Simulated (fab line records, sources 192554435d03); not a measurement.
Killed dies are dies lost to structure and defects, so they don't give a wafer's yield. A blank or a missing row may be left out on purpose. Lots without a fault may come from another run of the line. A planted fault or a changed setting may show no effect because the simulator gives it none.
Problem report in the 8D (eight disciplines) form, filled by code | flow n5_finfet | the parts of the form that need people (team, actions taken, sign-off) are left out
Where a reading is given only as a bound, like >300, the bound stands for it, and a mean or a difference that rests on one is marked > or <: the true number lies beyond.

1. THE PROBLEM
raw_defect_count at N5_WELL_APT_INSPECT_38 reads a mean of 1152 on 6 wafers of 2 lots; wafers without a fault read 14 with a standard deviation of 5.2. That is +99 or more standard deviations from the usual mean.
The step: inspects for defects (darkfield).
First seen on wafer L506.1, day 5 12:32, on defect_inspect-01. The record holds 27 wafers of 9 lots with a number at this step. Rule for "out", or "out of limits": more than 4 standard deviations from the usual mean. The other wafers with a number count as sound.

2. WHAT IT IS AND WHAT IT IS NOT
question                    | is                                   | is not
which readings at this step | raw_defect_count                     | -
which lots                  | L506, L507                           | L491, L495, L498, L500, L511, L512, L514
which wafers of those lots  | all that have a number               | -
read on which gauges        | defect_inspect-01, defect_inspect-02 | -
when                        | from day 5 12:32                     | up to then (12 sound wafers); but 9 sound wafers of L511, L512, L514 came after

3. SUSPECTS, AND WHAT RULES EACH OUT
Counting: a tool at a process step up to the reading stays a suspect if it ran every lot that is out and no sound lot after the first of them.
- the gauge at N5_WELL_APT_INSPECT_38: ruled out. The wafers that are out were read on 2 gauges (defect_inspect-01, defect_inspect-02).
- wet_bench-02 at N5_WELL_APT_PRECLEAN_39 (cleans in dHF, time 60 s): kept. It ran every lot that is out, first L506 (day 5 11:50), and no sound lot after that; its last sound lot up to then is L498 (day 3 10:43).
Left after counting: wet_bench-02 at N5_WELL_APT_PRECLEAN_39.

4. THE CAUSE (what the simulator had put in)
Chamber particle source: wet_bench-02, from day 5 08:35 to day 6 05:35, at N5_WELL_APT_PRECLEAN_39. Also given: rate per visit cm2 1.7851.
Counting left only this tool.

5. THE CHAIN OF EFFECTS, in route order
Each row: a reading whose mean over the struck wafers that have a number lies more than 3 standard deviations from the usual. Only readings for which the record gives a usual standard deviation are gone through. hours: the time from each lot's start at the first step in this table that gives one to its start at this step, as a median over the lots. sigmas: the change in usual standard deviations.
hours | step                               | reading              | usual  | on struck wafers | change | sigmas
0     | N5_WELL_APT_INSPECT_38             | raw_defect_count     | 14     | 1152             | +1138  | +99 or more
0     | N5_PMOS_HMC_CHANNEL_EPI_INSPECT_11 | raw_defect_count     | 2.2    | >300             | >+298  | +99 or more
263   | N5_PASSIVATION_PROBE_49            | defect_limited_yield | 91.4 % | 83.6             | -7.8   | -6.0
263   | N5_PASSIVATION_PROBE_49            | killed_at_front_end  | 37     | 127              | +90    | +9.1
263   | N5_PASSIVATION_PROBE_49            | killed_dies          | 101    | 194              | +93    | +6.2
263   | N5_PASSIVATION_PROBE_49            | killed_on_rim        | 13     | 32               | +19    | +4.8
263   | N5_PASSIVATION_PROBE_49            | sort_bin_5_function  | 5.0 %  | 9.2              | +4.2   | +5.2
263   | N5_PASSIVATION_PROBE_49            | sort_n_pass          | 1079   | 986              | -93    | -6.2
263   | N5_PASSIVATION_PROBE_49            | sort_yield_pct       | 91.4 % | 83.5             | -7.9   | -6.1
The process steps in it:
- N5_PASSIVATION_PROBE_49
Later measuring or inspecting steps at which every struck wafer that the step has a row for has a number for every such reading, and none has moved that far: N5_BEOL_M4_RC_MEAS_101.

6. WHAT WOULD HAVE CAUGHT IT SOONER
In this record the first reading out of limits at a measuring or inspecting step was taken at day 5 12:32, 4 hours after the fault began at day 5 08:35.
Of the tool readings at N5_WELL_APT_PRECLEAN_39 for which the record gives a usual standard deviation, none was out on any struck wafer, so an alarm limit of 4 standard deviations on them would not have fired.
Of the lots that are out (2), L507 began N5_WELL_APT_PRECLEAN_39 on wet_bench-02 after day 5 12:32. A hold on the tool at that time would have spared it.
